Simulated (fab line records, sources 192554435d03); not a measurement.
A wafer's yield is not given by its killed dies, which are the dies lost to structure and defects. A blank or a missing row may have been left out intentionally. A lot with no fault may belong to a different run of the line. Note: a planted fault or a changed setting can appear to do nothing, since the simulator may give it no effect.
What tool caused it? | flow n5 finfet | Sampling: 24 lots, 72 wafers, 3 of 1938 route steps

== WHAT THE GAUGES SHOWED, per wafer ==
N5_BEOL_M8_RS_MEAS_57: a four-point-probe measurement.
lot  | measured     | on            | M8_RS (ohm/sq)
L075 | day 9 06:40  | film metro-01 | 0.277 0.293 0.294
L074 | day 9 12:58  | film metro-01 | 0.282 0.288 0.307
L076 | day 10 02:42 | film metro-01 | 0.294 0.274 0.265
L077 | day 10 03:00 | film metro-01 | 0.296 0.278 0.318
L079 | day 10 10:24 | film metro-02 | 0.266 0.294 0.296
L078 | day 10 15:11 | film metro-01 | 0.292 0.278 0.294
L080 | day 10 16:56 | film metro-02 | 0.297 0.302 0.293
L081 | day 10 19:12 | film metro-01 | 0.293 0.313 0.282
L082 | day 11 03:59 | film metro-02 | 0.304 0.269 0.273
L083 | day 11 08:13 | film metro-02 | 0.292 0.289 0.268
L084 | day 12 04:57 | film metro-02 | 0.285 0.295 0.306
L086 | day 13 00:18 | film metro-01 | 0.270 0.277 0.274
L087 | day 13 00:34 | film metro-01 | 0.308 0.308 0.274
L085 | day 13 02:33 | film metro-01 | 0.276 0.272 0.292
L088 | day 13 15:00 | film metro-01 | 0.289 0.293 0.305
L089 | day 13 15:08 | film metro-01 | 0.257 0.282 0.282
L091 | day 13 15:57 | film metro-01 | 0.271 0.281 0.270
L090 | day 13 16:07 | film metro-01 | 0.282 0.279 0.283
L093 | day 13 19:59 | film metro-02 | 0.281 0.289 0.279
L092 | day 13 20:15 | film metro-01 | 0.281 0.266 0.259
L094 | day 13 21:46 | film metro-01 | 0.283 0.270 0.291
L095 | day 15 00:53 | film metro-01 | 0.273 0.283 0.276
L096 | day 15 02:18 | film metro-02 | 0.277 0.266 0.275
L097 | day 15 16:19 | film metro-01 | 0.275 0.284 0.281

N5_BEOL_M9_OVL_MEAS_12.
lot  | measured     | on         | M9_OVL (nm)
L075 | day 9 08:42  | overlay-02 | 0.3 -0.3 -0.2
L074 | day 9 15:41  | overlay-01 | 0.2 0.1 -0.1
L076 | day 10 04:05 | overlay-01 | -0.4 0.6 -0.6
L077 | day 10 04:46 | overlay-01 | 0.1 -0.6 -1.0
L079 | day 10 11:35 | overlay-02 | -0.3 -1.4 -1.7
L078 | day 10 16:29 | overlay-01 | -1.5 -1.5 -1.9
L080 | day 10 18:44 | overlay-02 | -0.8 -0.6 -0.4
L081 | day 10 20:59 | overlay-01 | -1.4 -0.7 -1.8
L082 | day 11 06:23 | overlay-01 | -0.5 0.3 -1.0
L083 | day 11 10:13 | overlay-02 | -0.1 -0.1 0.2
L084 | day 12 06:06 | overlay-01 | -0.4 -1.4 -1.4
L086 | day 13 01:49 | overlay-02 | 0.1 0.0 -0.5
L087 | day 13 02:41 | overlay-01 | -0.1 -0.3 -0.5
L085 | day 13 04:16 | overlay-01 | -1.6 -1.8 -0.6
L088 | day 13 17:14 | overlay-01 | 0.0 0.8 0.3
L089 | day 13 17:23 | overlay-01 | 0.6 0.6 -0.6
L091 | day 13 17:44 | overlay-02 | 0.2 -0.7 -1.1
L090 | day 13 17:53 | overlay-01 | -0.8 -1.2 -1.3
L093 | day 13 23:40 | overlay-02 | -0.8 0.2 0.0
L092 | day 13 23:50 | overlay-01 | -0.5 -1.2 -0.9
L094 | day 14 00:07 | overlay-01 | -0.7 0.3 -0.8
L095 | day 15 05:53 | overlay-02 | -0.6 -1.1 -1.3
L096 | day 15 06:17 | overlay-01 | 0.6 -0.6 -0.7
L097 | day 15 19:05 | overlay-02 | -1.8 -2.5 -1.7

== WHICH TOOL RAN EACH LOT (tool, then ch and the chambers of the sampled wafers, then the start) ==
lot  | N5_BEOL_M8_DEGAS_44
L075 | pvd sputter-02, day 9 04:25
L074 | pvd sputter-03, day 9 10:54
L076 | pvd sputter-03, day 10 00:03
L077 | pvd sputter-03, day 10 00:38
L079 | pvd sputter-01, day 10 08:10
L078 | pvd sputter-01, day 10 13:27
L080 | pvd sputter-03, day 10 15:21
L081 | pvd sputter-03, day 10 17:39
L082 | pvd sputter-01, day 11 02:25
L083 | pvd sputter-02, day 11 06:29
L084 | pvd sputter-02, day 12 02:51
L086 | pvd sputter-03, day 12 22:14
L087 | pvd sputter-03, day 12 22:46
L085 | pvd sputter-02, day 13 00:56
L088 | pvd sputter-03, day 13 13:28
L089 | pvd sputter-03, day 13 13:38
L091 | pvd sputter-02, day 13 14:18
L090 | pvd sputter-03, day 13 14:32
L093 | pvd sputter-03, day 13 17:29
L092 | pvd sputter-01, day 13 17:32
L094 | pvd sputter-01, day 13 19:51
L095 | pvd sputter-02, day 14 22:46
L096 | pvd sputter-02, day 14 23:56
L097 | pvd sputter-03, day 15 14:43
- N5_BEOL_M8_DEGAS_44: time 60 s.

== AS READ BY THE TOOLS THEMSELVES (means over the sampled wafers that have a number; for cases with no such wafer, the mark the record gives instead) ==
N5_BEOL_M8_DEGAS_44.
lot  | tool           | heater power w (W)
L075 | pvd sputter-02 | 321
L074 | pvd sputter-03 | 341
L076 | pvd sputter-03 | 346
L077 | pvd sputter-03 | 334
L079 | pvd sputter-01 | 308
L078 | pvd sputter-01 | 321
L080 | pvd sputter-03 | 333
L081 | pvd sputter-03 | 337
L082 | pvd sputter-01 | 326
L083 | pvd sputter-02 | 335
L084 | pvd sputter-02 | 332
L086 | pvd sputter-03 | 338
L087 | pvd sputter-03 | 335
L085 | pvd sputter-02 | 330
L088 | pvd sputter-03 | 341
L089 | pvd sputter-03 | 326
L091 | pvd sputter-02 | 316
L090 | pvd sputter-03 | 341
L093 | pvd sputter-03 | 339
L092 | pvd sputter-01 | 341
L094 | pvd sputter-01 | 324
L095 | pvd sputter-02 | 342
L096 | pvd sputter-02 | 322
L097 | pvd sputter-03 | 342

== THE ANSWER, worked out from the rows above alone ==
Rule: the lots themselves supply what counts as usual. Put in order of their means at a reading, lots are off if they are a third of the lots or fewer, leave a main group of 4 or more, and stand apart from it by a gap of 3 or more times the standard deviation of the main group's means; of several such gaps the widest counts. A main group is skipped when, at the precision printed for the reading in the tables above, its means are all equal. A lot without any number at a reading at which 4 lots or more have one is off too. The other lots that the step has rows for count as sound. Order of review: gauges by route order, followed by the tools' own readings, for which a lot's mean as printed above is used. The first step at which some lot is off is used, and at that step the reading that is off furthest; a lot without a number counts as furthest.
Nothing can be told from this: no lot is off at any reading shown.

== WHAT HAD BEEN PUT IN BY THE SIMULATOR ==
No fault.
